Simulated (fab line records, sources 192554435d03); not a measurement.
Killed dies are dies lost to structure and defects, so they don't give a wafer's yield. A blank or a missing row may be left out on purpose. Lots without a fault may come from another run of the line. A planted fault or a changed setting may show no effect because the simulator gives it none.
Split-lot experiment | flow n5_finfet | 7 lots, 21 wafers read, on a route of 1938 steps

THE SPLIT
At N5_BEOL_M3_PECVD_72 (deposits SiO2 from TEOS/O2, target thk 16 nm, time 18 s), the setting temp_c was moved away from the recipe's 400 C on 9 of the 21 wafers read, by -4.2% to +1.8%. The other wafers ran this setting at the recipe's value.

The reading is taken at the split's own step.

THE READING
SiO2_of_BEOL_M3_PECVD_72.thk_nm (the simulator's own value, which no gauge read), in nm, at N5_BEOL_M3_PECVD_72 (deposits SiO2 from TEOS/O2, target thk 16 nm, time 18 s). The file gives no usual value for it. The 12 wafers here that ran the recipe average 15.9 nm, standard deviation 0.24 nm.

wafer  | tool, chamber at the split | temp_c as run, C | against the recipe | SiO2_of_BEOL_M3_PECVD_72.thk_nm, nm | against lot-mates on the recipe
L077.1 | pecvd-02, 2                | 383.4            | -4.2%              | 17.8                                | no lot-mate on the recipe
L077.2 | pecvd-02, 1                | 383.4            | -4.2%              | 17.6                                | no lot-mate on the recipe
L077.6 | pecvd-02, 1                | 383.4            | -4.2%              | 18                                  | no lot-mate on the recipe
L080.1 | pecvd-02, 0                | 387.3            | -3.2%              | 17.6                                | +2.0
L080.4 | pecvd-02, 0                | 387.3            | -3.2%              | 17.6                                | +2.0
L080.3 | pecvd-02, 1                | 400              | recipe             | 15.6                                | -
L081.1 | pecvd-02, 1                | 400              | recipe             | 16                                  | -
L081.4 | pecvd-02, 0                | 400              | recipe             | 16.2                                | -
L081.6 | pecvd-02, 2                | 390.4            | -2.4%              | 17                                  | +0.9
L086.1 | pecvd-01, 2                | 400              | recipe             | 16                                  | -
L086.5 | pecvd-01, 2                | 400              | recipe             | 16                                  | -
L086.3 | pecvd-01, 0                | 400              | recipe             | 15.4                                | -
L090.2 | pecvd-01, 1                | 400              | recipe             | 15.6                                | -
L090.3 | pecvd-01, 2                | 405.3            | +1.3%              | 15.2                                | -0.4
L090.5 | pecvd-01, 2                | 405.3            | +1.3%              | 15.6                                | +0.0
L092.2 | pecvd-02, 1                | 407.1            | +1.8%              | 15.4                                | -0.7
L092.4 | pecvd-02, 2                | 400              | recipe             | 16                                  | -
L092.6 | pecvd-02, 1                | 400              | recipe             | 16.2                                | -
L096.1 | pecvd-04, 2,0              | 400              | recipe             | 15.8                                | -
L096.2 | pecvd-04, 2,0              | 400              | recipe             | 15.8                                | -
L096.6 | pecvd-04, 1                | 400              | recipe             | 16                                  | -
Where a row lists several chambers, the file gives one row for several wafers and doesn't say which wafer went through which chamber.

THE FIT
A straight line over all 21 wafers: SiO2_of_BEOL_M3_PECVD_72.thk_nm changes by -0.459 nm for each +1% of temp_c; r = -0.97; the points scatter about the line by 0.24 nm.
The same after taking each lot's own level away (the mean of its wafers on the recipe; 18 wafers): -0.498 nm for each +1%; r = -0.93; scatter 0.27 nm.
On that fit, the largest move of temp_c shifts the reading by 2.1 nm.
The lots' own levels span 15.60 to 16.10 nm, that is 2.1 times the standard deviation above.
So the lot-to-lot level changes the slope little: the two slopes agree.
Check: with one of the wafers moved furthest among these (-3.2%) left out of the fit, the line predicts +1.51 nm for it against its lot-mates. It came out at +2 nm against them.

OTHER SPLITS ON THESE WAFERS
These wafers also went through other splits before the reading. Each is held against what the fit with the lots' levels taken away leaves over:
other split on the same wafers    | wafers away from the commonest value | r with SiO2_of_BEOL_M3_PECVD_72.thk_nm (lot level and that fit taken away)
N5_BEOL_M0_SAQP_EXPOSE_37 dose_mj | 7                                    | +0.23
N5_BEOL_M0_ETCH_138 source_w      | 9                                    | +0.28
N5_BEOL_M0_ETCH_128 source_w      | 4                                    | -0.17
N5_BEOL_M1_ALD_98 ald_cycles      | 6                                    | +0.00
N5_BEOL_M1_TRENCH_ETCH_37 time_s  | 8                                    | -0.31

THE FILE'S OWN FIT
SiO2_of_BEOL_M3_PECVD_72.thk_nm changes by -0.483 nm for each +1% of temp_c, r = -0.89.
